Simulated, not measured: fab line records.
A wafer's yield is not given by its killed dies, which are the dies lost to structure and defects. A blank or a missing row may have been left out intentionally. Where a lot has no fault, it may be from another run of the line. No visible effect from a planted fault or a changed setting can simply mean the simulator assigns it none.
Which of the tools did it?	flow nand harc	36 wafers from 12 lots sampled at 5 of the route's 1302 steps

WHAT THE GAUGES SHOWED, per wafer
NHARC_A_BONDPAD_CD_MEAS_13.
lot	measured	on	cd nm (nm)
L670	day 24 03:24	cd sem-02	498.4 496.9 496.1
L669	day 24 03:53	cd sem-03	495.4 492.6 495.0
L668	day 24 05:08	cd sem-02	502.1 500.2 499.7
L671	day 24 14:30	cd sem-01	497.1 497.7 497.8
L673	day 25 16:43	cd sem-01	495.1 497.6 495.8
L672	day 26 06:33	cd sem-02	497.5 497.4 498.0
L681	day 28 15:27	cd sem-03	500.2 497.0 501.9
L683	day 29 17:28	cd sem-02	498.8 499.1 498.5
L685	day 30 14:56	cd sem-02	495.6 500.3 498.6
L686	day 31 07:43	cd sem-02	495.8 498.2 497.3
L687	day 32 20:32	cd sem-02	495.9 498.0 496.6
L689	day 33 04:36	cd sem-03	497.6 498.3 498.4

NHARC_A_BONDPAD_INSPECT_23.
lot	measured	on	raw defect count
L670	day 24 05:38	defect inspect-01	577 572 749
L669	day 24 06:09	defect inspect-02	446 503 586
L668	day 24 07:22	defect inspect-02	596 749 648
L671	day 24 16:44	defect inspect-01	439 409 436
L673	day 25 18:59	defect inspect-02	588 609 633
L672	day 26 08:47	defect inspect-02	775 496 703
L681	day 28 17:42	defect inspect-02	610 516 369
L683	day 29 19:44	defect inspect-01	536 481 625
L685	day 30 17:17	defect inspect-02	474 530 599
L686	day 31 10:02	defect inspect-01	819 614 585
L687	day 32 22:52	defect inspect-01	617 651 581
L689	day 33 06:52	defect inspect-01	642 723 1248

NHARC_END_SORT_01.
lot	measured	on	defect limited yield (%)	killed at array	killed at other	killed at periphery	killed dies	killed open	killed short	sort_bin_2_pct (%)	sort_bin_3_pct (%)	sort_bin_4_pct (%)	sort n pass	sort rim yield pct (%)	sort yield pct (%)
L671	day 25 22:12	prober-01	0 0 0	50 66 68	627 606 608	0 5 1	677 677 677	2 4 2	1 6 4	95.6 93.4 94.2	0.3 1.0 0.3	4.1 5.6 5.5	0 0 0	0 0 0	0 0 0
L673	day 26 23:50	prober-02	0 0 0	76 71 71	598 605 605	3 1 1	677 677 677	1 2 3	3 1 6	92.9 93.2 94.1	1.5 0.7 1.0	5.6 6.1 4.9	0 0 0	0 0 0	0 0 0
L672	day 27 14:13	prober-01	94.7 96.2 94.4	32 24 28	4 1 2	0 1 8	36 26 38	3 1 7	3 4 5	1.0 0.9 1.6	0.1 0.1 0.4	4.1 2.8 3.5	641 651 639	94 93 94	94.7 96.2 94.4

EACH LOT AND THE TOOL THAT RAN IT (in order: tool; ch and the chambers of the sampled wafers; start)
lot	NHARC_A_BONDPAD_ETCH_34	NHARC_THIN_TSV_DEP_43
L670	rie diel-02 ch 1,2, day 24 03:08	pecvd-01 ch 0,2, day 24 17:20
L669	rie diel-02 ch 0,1,2, day 24 03:38	pecvd-04 ch 0,1, day 24 19:46
L668	rie diel-09 ch 0,1,2, day 24 04:55	pecvd-01 ch 0,2, day 24 18:37
L671	rie diel-09 ch 0,1,2, day 24 14:16	pecvd-01 ch 0,2, day 25 05:44
L673	rie diel-09 ch 1,2, day 25 16:28	pecvd-02 ch 0,2, day 26 06:37
L672	rie diel-09 ch 0,2, day 26 06:19	pecvd-02 ch 1,2, day 26 20:18
L681	rie diel-09 ch 0,2, day 28 15:13	pecvd-02 ch 1,2, day 29 05:27
L683	rie diel-09 ch 1,2, day 29 17:14	pecvd-01 ch 0,1,2, day 30 08:52
L685	rie diel-02 ch 0,1, day 30 14:43	pecvd-04 ch 0,1, day 31 05:51
L686	rie diel-09 ch 0,1,2, day 31 07:29	pecvd-01 ch 1,2, day 32 01:47
L687	rie diel-09 ch 0,1,3, day 32 20:18	pecvd-01 ch 0,1,2, day 33 11:19
L689	rie diel-11 ch 0,1,3, day 33 04:23	pecvd-01 ch 1,2, day 33 22:10
- NHARC_A_BONDPAD_ETCH_34: etches the open film in N2/H2, target depth 60 nm, overetch 18 nm, time 65.91 s.
- NHARC_THIN_TSV_DEP_43: deposits SiO2, target thk 1328.5 nm.

AS READ BY THE TOOLS THEMSELVES (means over the sampled wafers that have a number; for cases with no such wafer, the mark the record gives instead)
NHARC_A_BONDPAD_ETCH_34.
lot	tool	drypump motor current A (A)	oes product au (a.u.)	rf vpp V (V)	showerhead plenum p Torr (Torr)	throttle valve pct (%)
L670	rie diel-02	5.1	1.020	430.7	2.03	14.170
L669	rie diel-02	5.3	1.009	430.2	2.03	14.171
L668	rie diel-09	5.3	1.001	429.4	2.01	14.161
L671	rie diel-09	5.3	1.008	429.7	2.00	14.168
L673	rie diel-09	5.5	1.000	428.7	1.96	14.164
L672	rie diel-09	5.1	1.000	427.9	1.94	14.169
L681	rie diel-09	4.9	1.007	429.6	1.99	14.169
L683	rie diel-09	5.4	0.987	427.8	1.96	14.171
L685	rie diel-02	5.5	1.005	432.8	2.10	14.168
L686	rie diel-09	5.3	0.992	429.3	2.00	14.168
L687	rie diel-09	5.5	1.006	430.7	2.06	14.171
L689	rie diel-11	5.6	1.002	431.8	2.08	14.167

NHARC_THIN_TSV_DEP_43.
lot	tool	chamber pressure Torr (Torr)	flow sccm (sccm)	throttle valve pct (%)
L670	pecvd-01	6.507	2648	14.9
L669	pecvd-04	6.503	2648	15.8
L668	pecvd-01	6.489	2643	14.7
L671	pecvd-01	-	-	-
L673	pecvd-02	-	-	-
L672	pecvd-02	6.502	2654	16.0
L681	pecvd-02	6.517	2644	15.8
L683	pecvd-01	6.503	2641	15.0
L685	pecvd-04	6.498	2652	15.6
L686	pecvd-01	6.521	2646	15.3
L687	pecvd-01	6.505	2646	15.2
L689	pecvd-01	6.512	2650	15.5

THE ANSWER, worked out from the rows above alone
Rule: usual is defined by the lots themselves. Put in order of their means at a reading, lots are off if they are a third of the lots or fewer, leave a main group of 4 or more, and stand apart from it by a gap of 3 or more times the standard deviation of the main group's means; of several such gaps the widest counts. A main group is skipped when, at the precision printed for the reading in the tables above, its means are all equal. A lot without any number at a reading at which 4 lots or more have one is off too. All remaining lots with rows at the step are treated as sound. First the gauges in route order, then the tools' own readings, where a lot's mean is used as printed above. At the first step where some lot is off, the reading lying furthest off is the one used; lots without a number count as furthest.
Off: L671, L673, at NHARC_THIN_TSV_DEP_43 (chamber pressure Torr). Without a number there: L671, L673. The main group: mean 6.506 Torr, standard deviation 0.0088.
A tool fits if, at that step or a process step before it, it ran every lot that is off, and no sound lot after the first of them. Not one of the candidates tried fits.

WHAT THE SIMULATOR HAD PUT IN
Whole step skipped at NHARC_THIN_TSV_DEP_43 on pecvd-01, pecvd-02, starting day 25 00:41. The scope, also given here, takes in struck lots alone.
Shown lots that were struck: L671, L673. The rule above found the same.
